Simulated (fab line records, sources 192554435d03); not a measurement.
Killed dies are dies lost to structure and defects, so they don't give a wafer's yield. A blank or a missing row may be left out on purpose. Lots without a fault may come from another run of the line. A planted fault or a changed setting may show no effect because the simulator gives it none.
Chamber matching | flow n5_finfet | N5_FIN_CUT_STRIP_24 on rie_diel-01: 4 sister chambers
The step strips in CF4. 4 wafers are shown with their chamber, then 10 later ones without.

WAFERS WITH THEIR CHAMBER
wafer  | chamber | showerhead_plenum_p_Torr (Torr)
L084.5 | 1       | 1.71
L084.6 | 0       | 1.77
L091.1 | 2       | 1.83
L091.2 | 3       | 1.84

WAFERS WITHOUT THEIR CHAMBER
wafer  | showerhead_plenum_p_Torr (Torr)
L091.3 | 1.70
L094.1 | 1.70
L094.5 | 1.82
L094.6 | 1.70
L095.4 | 1.77
L095.5 | 1.77
L095.6 | 1.83
L097.3 | 1.77
L097.4 | 1.70
L097.5 | 1.77

WHICH CHAMBER EACH WENT THROUGH
wafer  | from the rows above     | in truth
L091.3 | 1                       | 1
L094.1 | 1                       | 1
L094.5 | can't be placed: 2 or 3 | 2
L094.6 | 1                       | 1
L095.4 | 0                       | 0
L095.5 | 0                       | 0
L095.6 | can't be placed: 2 or 3 | 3
L097.3 | 0                       | 0
L097.4 | 1                       | 1
L097.5 | 0                       | 0
Placed correctly: 8 of 10. Can't be placed from these rows: 2 (the true chamber is among the candidates in 2). Placed wrongly: 0.
How it was worked out, from the rows above alone: a wafer's distance from a chamber is the root of the sum, over the readings, of the square of ((its reading less the chamber's mean) divided by the reading's scatter). The wafer belongs to the nearest chamber; if the next one is less than 2 further off, it can't be placed. A chamber's mean is the mean of its shown wafers. The scatter: with one shown wafer a chamber, the root of the mean of the squares of how far each hidden wafer lies from its nearest shown one.
